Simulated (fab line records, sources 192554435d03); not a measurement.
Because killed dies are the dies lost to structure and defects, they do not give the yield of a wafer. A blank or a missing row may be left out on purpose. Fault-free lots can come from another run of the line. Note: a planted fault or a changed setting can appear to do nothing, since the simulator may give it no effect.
The tool behind it: which one? :: flow n5Finfet :: 12 lots, 36 wafers sampled, at 2 steps of a route of 1938

WHAT THE GAUGES READ, wafer by wafer
N5_BEOL_M1_THK_MEAS_53: measures by xrf.
lot: L075
measured: day 6 19:41
on: filmMetro-02
M1_THK (nm): 40.0 37.4 38.7

lot: L077
measured: day 7 03:17
on: filmMetro-01
M1_THK (nm): 38.6 42.1 41.9

lot: L079
measured: day 7 21:42
on: filmMetro-01
M1_THK (nm): 40.6 40.8 39.8

lot: L081
measured: day 8 08:30
on: filmMetro-01
M1_THK (nm): 38.3 38.8 40.1

lot: L083
measured: day 9 01:52
on: filmMetro-01
M1_THK (nm): 37.8 35.7 38.4

lot: L085
measured: day 9 06:37
on: filmMetro-01
M1_THK (nm): 38.5 39.0 40.8

lot: L087
measured: day 9 16:56
on: filmMetro-01
M1_THK (nm): 37.7 38.1 39.9

lot: L090
measured: day 10 14:33
on: filmMetro-02
M1_THK (nm): 39.3 41.7 42.6

lot: L091
measured: day 10 19:49
on: filmMetro-02
M1_THK (nm): 39.4 41.2 42.1

lot: L093
measured: day 11 08:56
on: filmMetro-02
M1_THK (nm): 39.1 42.8 40.9

lot: L095
measured: day 11 20:12
on: filmMetro-01
M1_THK (nm): 40.7 41.2 39.7

lot: L097
measured: day 12 07:28
on: filmMetro-02
M1_THK (nm): 38.0 39.2 41.5

WHICH TOOL RAN EACH LOT (tool, then ch and the chambers of the sampled wafers, then the start)
lot: L075
N5_BEOL_M1_SPUTTER_81: pvdSputter-03, day 6 17:34

lot: L077
N5_BEOL_M1_SPUTTER_81: pvdSputter-02, day 7 00:50

lot: L079
N5_BEOL_M1_SPUTTER_81: pvdSputter-01, day 7 18:11

lot: L081
N5_BEOL_M1_SPUTTER_81: pvdSputter-03, day 8 06:24

lot: L083
N5_BEOL_M1_SPUTTER_81: pvdSputter-02, day 8 23:46

lot: L085
N5_BEOL_M1_SPUTTER_81: pvdSputter-01, day 9 03:20

lot: L087
N5_BEOL_M1_SPUTTER_81: pvdSputter-03, day 9 14:29

lot: L090
N5_BEOL_M1_SPUTTER_81: pvdSputter-02, day 10 12:26

lot: L091
N5_BEOL_M1_SPUTTER_81: pvdSputter-02, day 10 17:42

lot: L093
N5_BEOL_M1_SPUTTER_81: pvdSputter-03, day 11 06:38

lot: L095
N5_BEOL_M1_SPUTTER_81: pvdSputter-02, day 11 18:05

lot: L097
N5_BEOL_M1_SPUTTER_81: pvdSputter-01, day 12 05:21
- N5_BEOL_M1_SPUTTER_81: material Cu, target thk 4.5 nm, time 8.29 s.

THE ANSWER, worked out from the rows above alone
Rule: what is usual is taken from the lots themselves. Put in order of their means at a reading, lots are off if they are a third of the lots or fewer, leave a main group of 4 or more, and stand apart from it by a gap of 3 or more times the standard deviation of the main group's means; of several such gaps the widest counts. The tables above print the reading to a certain number of digits; a main group whose means all agree to those digits is not used. Also off: a lot with no number at a reading for which 4 or more lots have one. Where the step has rows for the other lots, those lots are counted as sound.
No lot is off on any of the readings shown, so nothing can be concluded from this.

WHAT HAD BEEN PUT IN BY THE SIMULATOR
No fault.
